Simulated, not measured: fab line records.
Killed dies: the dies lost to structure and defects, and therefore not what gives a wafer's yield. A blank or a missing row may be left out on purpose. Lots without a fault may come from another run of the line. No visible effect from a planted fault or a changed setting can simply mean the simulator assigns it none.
A struck lot beside a sound one || flow nandHarc || 13 out of 1302 route steps
Sound: wafers L366.1, L366.3, L366.4. Struck: wafers L369.1, L369.4, L369.6. The cause comes at the end.
Each step with rows lists, per side, the tool, then ch with its chambers, then its first start. Under that, the readings that differ: sound wafers || struck wafers || difference of the means || sigmas: that difference in standard deviations of wafers without a fault.
alike: readings whose means differ by less than 2 such deviations, and words and numbers that are the same on both sides. not compared: withheld readings, readings that some wafer has no value for, bounds like >300 that may hide the same value, and numbers for which the record gives no deviation and whose values overlap.
The two part at a step that has a row with sigmas, a row that says differs or no value, or rows on one side only. Numbers that have no deviation but don't overlap get no sigmas and don't part them. A reading that every wafer of one side lacks parts them only if that side has two wafers or more.

NHARC_A_CONTACT_DEP_28: deposits aC, target thk 7000 nm.
  sound on aclDep-01 ch 0, day 24 12:22; struck on aclDep-01 ch 0, day 25 16:43
  alike: throttleValvePct
NHARC_A_CONTACT_DEP_29: deposits SiON, target thk 100 nm.
  sound on pecvd-01 ch 0,1, day 24 16:38; struck on pecvd-01 ch 0,1,2, day 25 21:01
  alike: heaterPowerW, rfFwdPowerW
then, 9 steps without rows for these wafers: NHARC_A_CONTACT_DEHYDRATE_32 (time 120 s); NHARC_A_CONTACT_HMDS_33 (time 30 s); NHARC_A_CONTACT_COAT_34 (time 75 s); NHARC_A_CONTACT_COAT_35 (time 65 s); NHARC_A_CONTACT_COAT_36 (resist thk 90 nm); NHARC_A_CONTACT_SOFTBAKE_37 (time 55 s); NHARC_A_CONTACT_EBR_38; NHARC_A_CONTACT_EXPOSE_39 (exposes mask A CC 3); NHARC_A_CONTACT_PEB_40 (peb time 65 s).
NHARC_A_CONTACT_DEVELOP_41: develop time 35 s.
  struck on lithoTrack-01, day 25 21:00; sound on lithoTrack-06 ch 0, day 24 17:00
  no value came back on the struck wafers for chillPlateTempC (C), developTimeS (s), exhaustPa (Pa); on the sound wafers chillPlateTempC (C) reads 23.26 22.95 23.02
NHARC_A_CONTACT_CD_MEAS_42: target cd 300 nm.
  sound on cdSem-03 ch 0, day 24 17:14; struck on cdSem-01 ch 0, day 25 21:41
{"reading": "cdNm (nm)", "sound": "299.8 301.5 299.5", "struck": "- - -", "difference": "no value on the struck wafers", "sigmas": ""}

## WHERE THEY PART
First at NHARC_A_CONTACT_DEVELOP_41; last, within this record, at NHARC_A_CONTACT_CD_MEAS_42.

WHY: whatever the simulator had introduced
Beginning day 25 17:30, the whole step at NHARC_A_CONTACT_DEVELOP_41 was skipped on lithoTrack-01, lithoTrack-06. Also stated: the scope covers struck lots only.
